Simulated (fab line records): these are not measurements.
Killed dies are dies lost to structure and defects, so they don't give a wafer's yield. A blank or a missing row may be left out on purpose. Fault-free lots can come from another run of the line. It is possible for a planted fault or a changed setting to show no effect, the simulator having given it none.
8D (eight disciplines) problem report, filled in by code / flow nandHarc / the parts of the form that need people (team, actions taken, sign-off) are left out

== 1. WHAT IS WRONG ==
Mean of sort_bin_2_pct at NHARC_END_SORT_01: 93.1 % across 3 wafers in 2 lots; on wafers with no fault it is 3.1 % (standard deviation 1.2). That puts it +75 standard deviations away from the usual mean.
First observed at day 29 02:49: wafer L198.3, on prober-01. The record has a number at this step for 36 wafers belonging to 12 lots. The rule behind "out" and "out of limits": a value lying over 4 standard deviations away from the usual mean. The rest of the wafers with a number are treated as sound.

== 2. WHAT IT IS, WHAT IT ISN'T ==
question=which readings at this step | is=sort_bin_2_pct, defectLimitedYield, killedAtArray, killedDies, sortNPass, sortRimYieldPct, sortYieldPct | is not=killedAtOther, killedOpen, killedShort, sort_bin_3_pct, sort_bin_4_pct
question=which lots | is=L198, L199 | is not=L187, L188, L189, L190, L191, L193, L195, L196, L207, L210
question=which wafers of those lots | is=L198.3, L198.6, L199.4 | is not=L198.1, L199.2, L199.6
question=read on which gauges | is=prober-01, prober-02 | is not=-
question=when | is=from day 29 02:49 | is not=up to then (25 sound wafers); but 8 sound wafers of L199, L207, L210 came after

== 3. SUSPECTS, AND WHAT RULES EACH OUT ==
Counting: a tool at a process step up to the reading stays a suspect if it ran every lot that is out. Sound lots after the first of them don't rule it out here, since some wafers of a struck lot are sound.
- the gauge at NHARC_END_SORT_01 has been ruled out. 2 gauges (prober-01, prober-02) read the wafers that are out.
- pvdSputter-03 at NHARC_A_M1_PVD_21 (deposits Cu, target thk 30 nm, time 20.49 s): kept. It processed each lot that is out (first: L198, day 27 06:12); up to then, its last sound lot is L196 (day 27 03:42).
- pecvd-01 at NHARC_THIN_TSV_DEP_47 (deposits SiO2, target thk 200 nm): kept. It processed each lot that is out (first: L198, day 28 05:04); up to then, its last sound lot is L196 (day 28 04:41).
- rieMetal-01 at NHARC_THIN_TSV_ETCH_59 (etches the open film in Cl2/BCl3, target depth 880 nm, time 138.1 s): kept. It processed each lot that is out (first: L198, day 28 09:45); up to then, its last sound lot is L193 (day 27 01:11).
The count leaves pvdSputter-03 at NHARC_A_M1_PVD_21, pecvd-01 at NHARC_THIN_TSV_DEP_47, and rieMetal-01 at NHARC_THIN_TSV_ETCH_59.

== 4. THE CAUSE (what the simulator had put in) ==
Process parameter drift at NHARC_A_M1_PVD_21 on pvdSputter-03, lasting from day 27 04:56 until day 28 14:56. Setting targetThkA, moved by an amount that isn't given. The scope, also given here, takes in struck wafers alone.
Of the 3 suspects that counting leaves, this tool is one.

== 5. THE EFFECT CHAIN, in route order ==
One row per reading whose mean, taken over the struck wafers that have a number, lies over 3 standard deviations from the usual. Readings are gone through only where the record gives a usual standard deviation; hours: the median, over the lots, of the time from a lot's start at the first step in this table giving one to that lot's start at this step; sigmas: the change measured in usual standard deviations.
hours=0; step=NHARC_END_SORT_01; reading=defectLimitedYield; usual=91.2 %; on struck wafers=0.0; change=-91.2; sigmas=-35
hours=0; step=NHARC_END_SORT_01; reading=killedAtArray; usual=55; on struck wafers=670; change=+615; sigmas=+36
hours=0; step=NHARC_END_SORT_01; reading=killedDies; usual=59; on struck wafers=677; change=+618; sigmas=+34
hours=0; step=NHARC_END_SORT_01; reading=sort_bin_2_pct; usual=3.1 %; on struck wafers=93.1; change=+90.0; sigmas=+75
hours=0; step=NHARC_END_SORT_01; reading=sortNPass; usual=618; on struck wafers=0; change=-618; sigmas=-34
hours=0; step=NHARC_END_SORT_01; reading=sortRimYieldPct; usual=93 %; on struck wafers=0; change=-93; sigmas=-25
hours=0; step=NHARC_END_SORT_01; reading=sortYieldPct; usual=91.2 %; on struck wafers=0.0; change=-91.2; sigmas=-35

== 6. HOW IT WOULD HAVE BEEN CAUGHT EARLIER ==
The first out-of-limits reading at a measuring or inspecting step in this record came at day 29 02:49, 46 hours after the fault's start at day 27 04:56.
Tool readings at NHARC_A_M1_PVD_21 with a usual standard deviation given in the record: none out on any struck wafer, hence no alarm at a limit of 4 standard deviations on them.
All the lots that are out (2) had begun NHARC_A_M1_PVD_21 on pvdSputter-03 by day 29 02:49. None of them would have been spared by holding the tool at that moment.
